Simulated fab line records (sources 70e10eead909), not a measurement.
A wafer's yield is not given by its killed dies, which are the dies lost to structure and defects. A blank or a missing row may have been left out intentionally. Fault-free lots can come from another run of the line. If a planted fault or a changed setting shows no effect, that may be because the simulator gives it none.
Which of the tools did it? | flow nand_harc | Sampling: 12 lots, 36 wafers, 3 of 1159 route steps

## WHAT THE GAUGES SHOWED, per wafer
NHARC_P_STI_CD_MEAS_09: the cd target is 200 nm.
lot  | measured    | on        | cd_nm (nm)
L075 | day 2 18:56 | cd_sem-01 | 199.9 199.3 200.3
L077 | day 3 03:25 | cd_sem-03 | 201.6 200.5 203.0
L079 | day 3 17:13 | cd_sem-01 | 202.0 201.8 198.9
L081 | day 4 06:21 | cd_sem-03 | 198.8 198.7 198.8
L083 | day 4 13:30 | cd_sem-03 | 195.8 196.5 198.4
L085 | day 5 05:45 | cd_sem-03 | 199.3 197.5 199.0
L087 | day 5 13:44 | cd_sem-03 | 200.2 198.7 198.6
L089 | day 6 01:45 | cd_sem-01 | 198.3 198.5 198.9
L091 | day 6 19:01 | cd_sem-01 | 200.3 202.9 202.0
L093 | day 7 06:26 | cd_sem-02 | 197.0 200.8 199.1
L095 | day 7 14:04 | cd_sem-03 | 194.5 198.1 195.5
L097 | day 8 03:54 | cd_sem-02 | 200.0 199.1 199.9

## EACH LOT AND THE TOOL THAT RAN IT (in order: tool; ch and the chambers of the sampled wafers; start)
lot  | NHARC_P_ZERO_WELL_DESCUM_54       | NHARC_P_ZERO_WELL_RTA_42
L075 | rie_diel-09 ch 1,2, day 2 00:08   | rtp_anneal-01 ch 0, day 2 01:25
L077 | rie_diel-09 ch 0,2,3, day 2 11:57 | rtp_anneal-01 ch 0, day 2 12:59
L079 | rie_diel-05 ch 1,3, day 3 00:04   | rtp_anneal-02 ch 0, day 3 01:11
L081 | rie_diel-05 ch 0,1,3, day 3 11:52 | rtp_anneal-01 ch 0, day 3 12:59
L083 | rie_diel-05 ch 2,3, day 3 23:48   | rtp_anneal-02 ch 0, day 4 00:47
L085 | rie_diel-05 ch 0,1,2, day 4 11:57 | rtp_anneal-01 ch 0, day 4 12:56
L087 | rie_diel-09 ch 0,3, day 4 23:44   | rtp_anneal-01 ch 0, day 5 00:41
L089 | rie_diel-09 ch 0,1,3, day 5 11:59 | rtp_anneal-02 ch 0, day 5 12:57
L091 | rie_diel-05 ch 0,1, day 5 23:41   | rtp_anneal-01 ch 0, day 6 00:53
L093 | rie_diel-05 ch 0,1,2, day 6 12:13 | rtp_anneal-01 ch 0, day 6 13:10
L095 | rie_diel-05 ch 0,1,2, day 7 00:08 | rtp_anneal-01 ch 0, day 7 01:07
L097 | rie_diel-09 ch 0,1,3, day 7 11:49 | rtp_anneal-02 ch 0, day 7 12:53
- NHARC_P_ZERO_WELL_DESCUM_54: chemistry O2, time 3 s.
- NHARC_P_ZERO_WELL_RTA_42: time 300 s.

## THE ANSWER, worked out from the rows above alone
Rule: what is usual is taken from the lots themselves. Put in order of their means at a reading, lots are off if they are a third of the lots or fewer, leave a main group of 4 or more, and stand apart from it by a gap of 3 or more times the standard deviation of the main group's means; of several such gaps the widest counts. Not used: any main group whose means are identical at the precision the tables above print for the reading. A lot without any number at a reading at which 4 lots or more have one is off too. Where the step has rows for the other lots, those lots are counted as sound.
Across all readings shown, no lot is off: no conclusion can be drawn from this.

## WHAT HAD BEEN PUT IN BY THE SIMULATOR
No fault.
